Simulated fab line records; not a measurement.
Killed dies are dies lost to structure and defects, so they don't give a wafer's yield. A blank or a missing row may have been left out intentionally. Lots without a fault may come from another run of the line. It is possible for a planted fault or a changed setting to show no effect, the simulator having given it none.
Which tool was responsible? || flow n5 finfet || 9 lots with 26 wafers sampled at 5 steps, on a route of 1938 steps

## WHAT THE GAUGES READ, wafer by wafer
N5_BEOL_M4_RC_MEAS_101.
{"lot": "L410", "measured": "day 9 01:16", "on": "prober-02", "DIBL_N (mV/V)": "36.5 36.5 34.9"}
{"lot": "L413", "measured": "day 10 08:19", "on": "prober-01", "DIBL_N (mV/V)": "35.8 36.5 36.6"}
{"lot": "L419", "measured": "day 11 05:14", "on": "prober-01", "DIBL_N (mV/V)": "36.7 35.7 38.2"}
{"lot": "L423", "measured": "day 12 06:56", "on": "prober-01", "DIBL_N (mV/V)": "36.2 37.5"}
{"lot": "L425", "measured": "day 12 14:08", "on": "prober-02", "DIBL_N (mV/V)": "35.7 34.5 37.8"}
{"lot": "L427", "measured": "day 13 11:52", "on": "prober-02", "DIBL_N (mV/V)": "37.6 38.0 36.0"}
{"lot": "L430", "measured": "day 14 04:37", "on": "prober-02", "DIBL_N (mV/V)": "36.3 35.4 35.3"}
{"lot": "L431", "measured": "day 15 03:05", "on": "prober-02", "DIBL_N (mV/V)": "35.1 35.8 36.7"}
{"lot": "L433", "measured": "day 15 13:02", "on": "prober-02", "DIBL_N (mV/V)": "35.9 36.3 37.0"}

## WHAT TOOL EACH LOT RAN ON (gives the tool, then ch and the chambers of the sampled wafers, and finally the start)
{"lot": "L410", "N5_BEOL_M2_ETCH_63": "rie diel-04 ch 0,1,3, day 6 15:40", "N5_BEOL_M2_DESCUM_33": "rie diel-04 ch 0,3, day 6 16:51", "N5_BEOL_M2_ETCH_69": "rie diel-04 ch 0,3, day 6 16:54", "N5_BEOL_M2_STRIP_36": "rie diel-03 ch 1,2,3, day 7 06:55"}
{"lot": "L413", "N5_BEOL_M2_ETCH_63": "rie diel-03 ch 1,3, day 7 07:57", "N5_BEOL_M2_DESCUM_33": "rie diel-03 ch 0,1, day 7 08:55", "N5_BEOL_M2_ETCH_69": "rie diel-03 ch 0,1, day 7 08:58", "N5_BEOL_M2_STRIP_36": "rie diel-04 ch 0,1,2, day 8 03:28"}
{"lot": "L419", "N5_BEOL_M2_ETCH_63": "rie diel-01 ch 1,3, day 8 22:08", "N5_BEOL_M2_DESCUM_33": "rie diel-04 ch 0,1, day 8 23:08", "N5_BEOL_M2_ETCH_69": "rie diel-04 ch 0,1, day 8 23:11", "N5_BEOL_M2_STRIP_36": "rie diel-04 ch 1,2, day 9 09:04"}
{"lot": "L423", "N5_BEOL_M2_ETCH_63": "rie diel-03 ch 0, day 10 03:46", "N5_BEOL_M2_DESCUM_33": "rie diel-04 ch 1,3, day 10 04:41", "N5_BEOL_M2_ETCH_69": "rie diel-04 ch 1,3, day 10 04:44", "N5_BEOL_M2_STRIP_36": "rie diel-01 ch 1,2, day 10 10:13"}
{"lot": "L425", "N5_BEOL_M2_ETCH_63": "rie diel-01 ch 0,2, day 10 07:41", "N5_BEOL_M2_DESCUM_33": "rie diel-01 ch 0,2, day 10 08:31", "N5_BEOL_M2_ETCH_69": "rie diel-01 ch 0,2, day 10 08:34", "N5_BEOL_M2_STRIP_36": "rie diel-04 ch 1,2,3, day 10 19:31"}
{"lot": "L427", "N5_BEOL_M2_ETCH_63": "rie diel-04 ch 0,2,3, day 11 02:41", "N5_BEOL_M2_DESCUM_33": "rie diel-04 ch 0,2,3, day 11 03:31", "N5_BEOL_M2_ETCH_69": "rie diel-04 ch 0,2,3, day 11 03:34", "N5_BEOL_M2_STRIP_36": "rie diel-04 ch 0,1,2, day 11 06:03"}
{"lot": "L430", "N5_BEOL_M2_ETCH_63": "rie diel-04 ch 0,1, day 12 01:32", "N5_BEOL_M2_DESCUM_33": "rie diel-03 ch 1,2,3, day 12 02:38", "N5_BEOL_M2_ETCH_69": "rie diel-03 ch 1,2,3, day 12 02:41", "N5_BEOL_M2_STRIP_36": "rie diel-01 ch 0,1, day 12 10:09"}
{"lot": "L431", "N5_BEOL_M2_ETCH_63": "rie diel-03 ch 0,2,3, day 12 12:07", "N5_BEOL_M2_DESCUM_33": "rie diel-01 ch 0,1,2, day 12 12:56", "N5_BEOL_M2_ETCH_69": "rie diel-01 ch 0,1,2, day 12 12:59", "N5_BEOL_M2_STRIP_36": "rie diel-04 ch 0,3, day 13 03:37"}
{"lot": "L433", "N5_BEOL_M2_ETCH_63": "rie diel-03 ch 0,1,2, day 13 08:18", "N5_BEOL_M2_DESCUM_33": "rie diel-01 ch 0,2,3, day 13 09:08", "N5_BEOL_M2_ETCH_69": "rie diel-01 ch 0,2,3, day 13 09:11", "N5_BEOL_M2_STRIP_36": "rie diel-01 ch 0,1,2, day 13 21:50"}
- N5_BEOL_M2_ETCH_63: etches SiARC in CF4, target depth 15.6 nm, time 26 s.
- N5_BEOL_M2_DESCUM_33: chemistry O2, time 7 s.
- N5_BEOL_M2_ETCH_69: etches SiARC in CF4, target depth 15.6 nm, time 26 s.
- N5_BEOL_M2_STRIP_36: strips in N2/H2.

## THE ANSWER, worked out from the rows above alone
Rule: the usual values come from the lots themselves. Put in order of their means at a reading, lots are off if they are a third of the lots or fewer, leave a main group of 4 or more, and stand apart from it by a gap of 3 or more times the standard deviation of the main group's means; of several such gaps the widest counts. The tables above print the reading to a certain number of digits; a main group whose means all agree to those digits is not used. A lot without any number at a reading at which 4 lots or more have one is off too. Any other lot the step has rows for is counted as sound.
No lot is off at any reading shown: from this, nothing can be told.

## WHAT HAD BEEN PUT IN BY THE SIMULATOR
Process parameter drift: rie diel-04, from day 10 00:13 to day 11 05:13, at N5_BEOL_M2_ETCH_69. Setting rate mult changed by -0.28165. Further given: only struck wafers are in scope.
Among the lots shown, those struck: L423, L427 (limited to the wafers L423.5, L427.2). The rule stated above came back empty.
